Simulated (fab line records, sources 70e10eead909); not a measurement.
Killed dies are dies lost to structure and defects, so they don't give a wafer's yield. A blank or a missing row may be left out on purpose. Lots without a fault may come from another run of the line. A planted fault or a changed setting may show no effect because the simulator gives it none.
fab line records | flow nand_harc
record lots=13 wafers=39 last_day=33
route steps=1302 shown A_M0@1162 A_M1@1187 END@1302
lots that met no fault: from a run of the same line without faults
start_h: hours from the record's first day to the start of the lot's first wafer shown | wait_h: hours since the lot's step before | " the same as in the row above | L1.1+2: a row that stands for several wafers | - no value, or no start given | * or withheld: withheld | < > ~ a bound
route shown NAME@n: a module of which the file shows steps, and the number in the route of the first | usual: mean/standard deviation of fault-free wafers | same: alike in all rows | chamber/n: place in a boat | sites: the reading at each site | _std_site: their standard deviation | _edge_site: outer sites' mean less inner sites' | radius_mm: how far each site lies from the wafer's centre | mask NAME#n: copy n | behind: the tool/chamber that last shaped the wafer | hold: why the lot was held/for how many hours/how that ended | device: the transistor (n, p or np) that didn't switch | end of line: the same wafers' tests at the end of the route | a step without rows: its recipe alone | killed: dies lost to structure and defects at the first sort, not the wafer's yield | map: a wafer's dies, x killed, . not, _ none there
set.NAME: the setting as run; set.NAME@STEP: as run at that earlier step | model.NAME: the simulator's own value behind a step, which no gauge read
steps of the route over a sample of lots; a table a step, a row a wafer
services: from which hour (start_h, from the record's first day; less than 0 if before it) a tool's chamber was out of use, for how many hours, and why
## steps
# step NHARC_A_M0_CMP_23
# recipe t_overpolish_s=20 target_thk_nm=113.75
# usual motor_current_A=11.5/1.2 time_to_endpoint_s=28.4/2.1
# columns lot.wafer tool chamber start_h wait_h motor_current_A time_to_endpoint_s
L312.1 cmp-03 1 523.15 - 9.9 28.4
L312.4 " 2 " " 13.2 30.0
L312.5 " 2 " " 13.5 25.6
L316.3 cmp-03 0 562.67 - 12.7 29.8
L316.1 " 3 " " 12.4 29.5
L316.5 " 1 " " 9.7 29.5
L317.3 cmp-02 0 579.41 - 11.4 27.4
L317.5 " 3 " " 13.0 26.8
L317.6 " 0 " " 10.7 28.8
L319.1 cmp-03 0 602.04 - 12.1 32.7
L319.2 " 1 " " 9.7 30.9
L319.3 " 3 " " 11.2 31.2
L320.4 cmp-03 1 606.71 - 10.2 31.9
L320.3 " 3 " " 12.0 28.7
L320.5 " 2 " " 12.3 28.8
L328.1 cmp-02 3 676.83 - 13.0 29.5
L328.3 " 0 " " 10.9 29.6
L328.6 " 2 " " 12.0 24.2
L329.3 cmp-01 3 688.21 - 11.1 26.5
L329.4 " 0 " " 11.3 26.0
L329.1 " 1 " " 12.0 26.3
L332.1 cmp-03 0 709.68 - 12.3 29.7
L332.4 " 1 " " 9.7 28.4
L332.5 " 2 " " 14.3 27.1
L330.2 cmp-01 1 711.71 - 11.8 28.5
L330.1 " 2 " " 10.2 27.9
L330.5 " 1 " " 12.1 25.6
L331.3 cmp-02 2 738.29 - 12.2 20.4
L331.5 " 0 " " 11.3 26.3
L331.6 " 1 " " 10.6 24.7
L334.1 cmp-01 2 740.34 - 11.0 28.0
L334.6 " 2 " " 11.1 29.5
L334.5 " 3 " " 10.1 27.5
L333.2 cmp-03 2 745.94 - 13.4 29.3
L333.6 " 1 " " 9.2 31.0
L333.5 " 2 " " 13.7 28.3
L335.1 cmp-03 3 755.52 - 11.4 28.0
L335.4 " 1 " " 9.5 28.3
L335.5 " 3 " " 11.6 29.2
# step NHARC_A_M0_THK_MEAS_24
# recipe thk_meas_gauge=xrf
# usual thk_nm=113.6/1.4
# columns lot.wafer tool chamber start_h wait_h thk_nm
L312.1 film_metro-01 - 523.47 - 113.6
L312.4 " - " " 112.4
L312.5 " - " " 117.1
L316.1 film_metro-02 - 562.98 - 113.7
L316.3 " - " " 114.7
L316.5 " - " " 115.0
L317.3 film_metro-02 - 579.70 - 111.7
L317.5 " - " " 110.5
L317.6 " - " " 113.1
L319.1 film_metro-02 - 602.36 - 114.8
L319.2 " - " " 112.7
L319.3 " - " " 115.5
L320.3 film_metro-02 - 607.03 - 111.9
L320.4 " - " " 114.9
L320.5 " - " " 113.3
L328.1 film_metro-02 - 677.09 - 114.6
L328.3 " - " " 112.0
L328.6 " - " " 110.3
L329.1 film_metro-02 - 688.50 - 113.5
L329.3 " - " " 113.9
L329.4 " - " " 113.3
L332.1 film_metro-02 - 709.94 - 113.9
L332.4 " - " " 112.8
L332.5 " - " " 111.4
L330.1 film_metro-02 - 712.02 - 114.9
L330.2 " - " " 112.7
L330.5 " - " " 111.7
L331.3 film_metro-02 - 738.55 - 111.0
L331.5 " - " " 112.6
L331.6 " - " " 114.6
L334.1 film_metro-02 - 740.67 - 116.0
L334.5 " - " " 114.4
L334.6 " - " " 115.0
L333.2 film_metro-02 - 746.23 - 114.5
L333.5 " - " " 115.0
L333.6 " - " " 112.8
L335.1 film_metro-02 - 755.83 - 112.7
L335.4 " - " " 116.1
L335.5 " - " " 112.6
# step NHARC_A_M1_ETCH_28
# recipe target_depth_a=300 over_etch_frac=0.3 time_s=72.99 ion_energy_ev=150 cf4_flow_sccm=50 n2_flow_sccm=100 ar_flow_sccm=150 rf_w=300 bias_w=100 chemistry=CF4/N2
# usual bias_w=100.0/0.33 cf4_flow_sccm=50.01/0.14 drypump_motor_current_A=6.0/0.37 oes_product_au=1.000/0.0081 rf_vpp_V=314.1/1.9 showerhead_plenum_p_Torr=2.62/0.093 throttle_valve_pct=19.794/0.0087
# columns lot.wafer tool chamber start_h wait_h bias_w cf4_flow_sccm drypump_motor_current_A oes_product_au rf_hours_counter_h rf_vpp_V showerhead_plenum_p_Torr throttle_valve_pct
L312.1 rie_diel-03 2 525.81 - 99.9 49.81 6.3 1.003 2.5 315.0 2.62 19.793
L312.4 " 3 " " 99.4 50.01 5.7 1.005 2.8 310.6 2.46 19.783
L312.5 " 2 " " 99.8 49.76 6.3 0.985 - 313.0 2.62 19.782
L316.1 rie_diel-09 1 565.79 - 100.2 49.99 6.2 1.011 4.9 315.8 2.69 19.794
L316.3 " 3 " " 99.8 50.23 6.3 1.003 4.6 313.5 2.54 19.798
L316.5 " 1 " " 99.9 50.01 6.2 1.011 - 316.9 2.69 19.802
L317.3 rie_diel-12 3 582.04 - 99.8 49.95 5.3 0.982 3.5 315.3 2.59 19.800
L317.5 " 2 " " 100.2 50.00 5.7 0.997 - 315.5 2.69 19.800
L317.6 " 3 " " 100.1 50.00 5.3 0.997 - 314.4 2.59 19.790
L319.3 rie_diel-09 2 605.49 - - - - - - - - -
L319.2 " 0 " " - - - - - - - -
L319.1 " 1 " " - - - - - - - -
L320.3 rie_diel-12 1 609.36 - - - - - - - - -
L320.4 " 2 " " - - - - - - - -
L320.5 " 0 " " - - - - - - - -
L328.1 rie_diel-12 2 679.29 - 99.8 50.15 5.7 0.996 1.1 315.1 2.69 19.792
L328.3 " 1 " " 100.3 49.82 6.4 0.994 1.2 318.5 2.80 19.797
L328.6 " 3 " " 99.9 49.69 5.3 0.986 - 313.4 2.59 19.778
L329.4 rie_diel-09 0 690.86 - 99.8 50.14 6.4 0.989 0.2 312.7 2.51 19.798
L329.1 " 2 " " 99.9 50.05 6.1 0.995 0.2 314.2 2.66 19.793
L329.3 " 3 " " 99.9 49.75 6.3 1.000 0.2 312.1 2.54 19.802
L332.4 rie_diel-12 2 712.43 - 99.9 50.00 5.7 0.998 2.1 314.6 2.69 19.798
L332.1 " 3 " " 99.3 49.85 5.3 0.995 1.3 314.1 2.59 19.805
L332.5 " 3 " " 99.3 49.97 5.3 0.993 - 314.7 2.59 19.790
L330.2 rie_diel-09 2 714.52 - 100.2 49.83 6.2 0.999 2.8 315.2 2.66 19.789
L330.1 " 3 " " 100.1 50.00 6.3 1.014 2.8 312.9 2.54 19.810
L330.5 " 1 " " 100.1 49.92 6.1 1.000 - 314.5 2.69 19.793
L331.3 rie_diel-09 0 740.80 - 100.4 49.99 6.4 0.993 4.6 309.4 2.51 19.791
L331.5 " 2 " " 100.4 49.97 6.1 0.997 - 313.7 2.66 19.790
L331.6 " 3 " " 99.8 49.98 6.3 0.994 - 312.3 2.54 19.806
L334.1 rie_diel-03 3 742.92 - 100.1 50.03 5.7 1.004 5.9 310.9 2.46 19.793
L334.6 " 0 " " 99.6 49.82 5.3 1.027 - 314.0 2.55 19.786
L334.5 " 1 " " 99.9 50.27 5.9 1.003 - 313.7 2.64 19.781
L333.2 rie_diel-09 3 748.45 - 99.9 49.99 6.3 1.007 5.7 312.4 2.53 19.794
L333.5 " 3 " " 100.2 50.04 6.3 1.008 - 313.0 2.54 19.803
L333.6 " 0 " " 99.2 50.04 6.3 0.996 - 312.2 2.51 19.774
L335.4 rie_diel-03 2 758.31 - 99.8 50.01 6.3 1.006 6.1 314.5 2.61 19.809
L335.1 " 1 " " 100.4 49.78 5.8 1.006 6.6 314.8 2.64 19.792
L335.5 " 2 " " 99.8 49.84 6.3 1.003 - 312.7 2.61 19.794
# step NHARC_A_M1_CMP_23
# recipe t_overpolish_s=20 target_thk_nm=154.34
# usual motor_current_A=11.4/1 time_to_endpoint_s=27.3/2.3
# columns lot.wafer tool chamber start_h wait_h motor_current_A time_to_endpoint_s
L312.4 cmp-01 0 527.31 - 12.1 28.9
L312.1 " 3 " " 11.2 27.7
L312.5 " 1 " " 12.7 26.9
L316.3 cmp-04 2 567.33 - 12.3 25.4
L316.1 " 3 " " 10.2 25.8
L316.5 " 1 " " 11.6 29.1
L317.3 cmp-04 2 583.60 - 11.6 26.1
L317.6 " 3 " " 10.8 27.6
L317.5 " 0 " " 9.9 27.0
L319.3 cmp-02 2 606.97 - 12.4 22.2
L319.2 " 3 " " 13.3 26.8
L319.1 " 0 " " 10.5 30.1
L320.4 cmp-02 1 610.83 - 10.6 25.0
L320.3 " 2 " " 12.2 24.7
L320.5 " 2 " " 11.8 23.5
L328.3 cmp-01 1 680.79 - 12.2 27.6
L328.1 " 2 " " 10.7 29.7
L328.6 " 1 " " 12.9 27.1
L329.1 cmp-02 3 692.36 - 13.3 28.4
L329.4 " 0 " " 11.4 26.3
L329.3 " 1 " " 9.9 25.8
L332.1 cmp-02 0 714.16 - 11.3 26.3
L332.4 " 1 " " 10.2 23.7
L332.5 " 0 " " 11.1 26.4
L330.2 cmp-04 3 716.08 - 10.5 30.3
L330.1 " 1 " " 12.4 30.2
L330.5 " 3 " " 10.4 31.4
L331.3 cmp-02 0 742.35 - 10.2 29.4
L331.6 " 1 " " 10.9 26.9
L331.5 " 2 " " 11.7 26.8
L334.1 cmp-04 0 744.45 - 10.4 27.7
L334.6 " 2 " " 12.2 25.8
L334.5 " 3 " " 10.6 27.4
L333.2 cmp-04 2 750.04 - 12.8 30.4
L333.5 " 3 " " 10.5 31.6
L333.6 " 0 " " 10.1 29.8
L335.1 cmp-02 3 759.81 - 13.8 26.5
L335.4 " 1 " " 10.6 26.6
L335.5 " 0 " " 11.3 27.1
# step NHARC_END_SORT_01
# recipe temp_c=25
# usual defect_limited_yield=90.2/2.3 killed_at_array=62/15 killed_at_other=0.8/1 killed_at_periphery=3.7/2.6 killed_dies=66/15 killed_open=3.1/1.8 killed_short=2.6/1.7
# same gross_dies=677
# columns lot.wafer tool chamber start_h wait_h defect_limited_yield[%] killed_at_array killed_at_other killed_at_periphery killed_dies killed_open killed_short
L319.1 prober-02 0 639.58 2.5 0 674 1 2 677 3 0
L319.2 prober-02 0 640.39 2.8 0 674 1 2 677 3 1
L319.3 prober-02 0 641.20 3.1 0 675 0 2 677 0 1
L320.3 prober-01 0 647.60 3.1 0 668 1 8 677 2 2
L320.4 prober-01 0 648.40 3.4 0 668 0 9 677 7 3
L320.5 prober-01 0 649.19 3.7 0 670 0 7 677 7 3
# killed by level:class
L319.1 A_M1:area_etch=646 A_CHANNEL_HOLE_D2:chamber_film_flake=10 A_STAIRCASE:chamber_film_flake=5 A_CONTACT:chamber_film_flake=5 A_CHANNEL_HOLE_D1:chamber_film_flake=4 P_M0:geometric_particle:open=1 A_CHANNEL_HOLE_D2:geometric_particle:open=1 A_WL_FILL:geometric_particle:open=1
L319.2 A_M1:area_etch=631 A_CHANNEL_HOLE_D2:chamber_film_flake=17 A_STAIRCASE:chamber_film_flake=8 A_CONTACT:chamber_film_flake=6 A_CHANNEL_HOLE_D1:chamber_film_flake=4 A_WL_FILL:chamber_film_flake=3 P_M0:geometric_particle:open=1 A_CHANNEL_FILL_D2:geometric_particle:short=1
L319.3 A_M1:area_etch=641 A_CHANNEL_HOLE_D2:chamber_film_flake=10 A_STAIRCASE:chamber_film_flake=8 A_CONTACT:chamber_film_flake=7 A_CHANNEL_HOLE_D1:chamber_film_flake=6 A_SLIT:chamber_film_flake=2 P_CONTACT:geometric_particle:short=1 P_STI:chamber_film_flake=1
L320.3 A_M1:area_etch=620 A_CHANNEL_HOLE_D1:chamber_film_flake=24 A_CHANNEL_HOLE_D2:chamber_film_flake=12 A_CONTACT:chamber_film_flake=7 P_GATE:chamber_film_flake=3 A_DECK1_JOINT:chamber_film_flake=2 P_CONTACT:geometric_particle:open=1 P_M1:geometric_particle:short=1
L320.4 A_M1:area_etch=599 A_CHANNEL_HOLE_D1:chamber_film_flake=36 A_CHANNEL_HOLE_D2:chamber_film_flake=13 P_GATE:chamber_film_flake=7 A_CONTACT:chamber_film_flake=6 A_DECK1_JOINT:chamber_film_flake=2 A_SLIT:chamber_film_flake=2 P_CONTACT:geometric_particle:open=1
L320.5 A_M1:area_etch=605 A_CHANNEL_HOLE_D1:chamber_film_flake=32 A_CHANNEL_HOLE_D2:chamber_film_flake=13 A_CONTACT:chamber_film_flake=5 P_GATE:chamber_film_flake=4 A_ZERO_WELL:chamber_film_flake=2 A_DECK1_JOINT:chamber_film_flake=2 P_CONTACT:geometric_particle:open=1
## services
# columns tool chamber start_h hours kind
cmp-04 - 504.51 4.0 pm
cmp-02 - 512.13 1.2 repair
rie_diel-09 0 519.39 1.6 repair
cmp-02 - 526.67 4.0 pm
cmp-01 - 527.55 0.5 repair
cmp-03 - 554.24 4.0 pm
cmp-01 - 557.02 0.6 repair
cmp-04 - 568.24 3.2 repair
cmp-01 - 577.52 4.0 pm
cmp-03 - 591.50 5.3 repair
rie_diel-09 2 598.68 2.5 repair
cmp-01 - 600.13 1.7 repair
cmp-04 - 602.51 4.0 pm
cmp-02 - 624.67 4.0 pm
rie_diel-09 0 628.69 6.9 repair
cmp-03 - 652.24 4.0 pm
cmp-03 - 674.03 2.3 repair
rie_diel-09 - 674.11 9.0 pm
cmp-01 - 675.52 4.0 pm
rie_diel-09 0 699.05 5.2 repair
cmp-02 - 706.10 1.4 repair
cmp-03 - 718.48 7.0 repair
cmp-02 - 722.79 4.0 pm
cmp-03 - 750.24 4.0 pm
## key
first_sign step=NHARC_A_M1_ETCH_28 reading=tool_record direction=missing
effect step=NHARC_END_SORT_01 reading=killed_at_array direction=up sigmas=40 usual=62 struck=672
more_kills_born_at NHARC_A_M1_ETCH_28@rie_diel-09=1918 NHARC_A_M1_ETCH_28@rie_diel-12=1824
met_at NHARC_A_M1_ETCH_28
struck_lots L319,L320
later_rows_left_out L319.1,L319.2,L319.3,L320.3,L320.4,L320.5
not_acting_at NHARC_A_M0_CMP_23,NHARC_A_M0_THK_MEAS_24,NHARC_A_M1_CMP_23
onset_between 582.04 605.49
fault kind=skipped_step_whole tool=rie_diel-09,rie_diel-12 chamber=- onset_h=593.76 steps=NHARC_A_M1_ETCH_28 scope=struck_lots_only
# later_rows_left_out: the simulator's readings of these wafers behind a module that went badly wrong aren't trusted and aren't shown, but for the sort
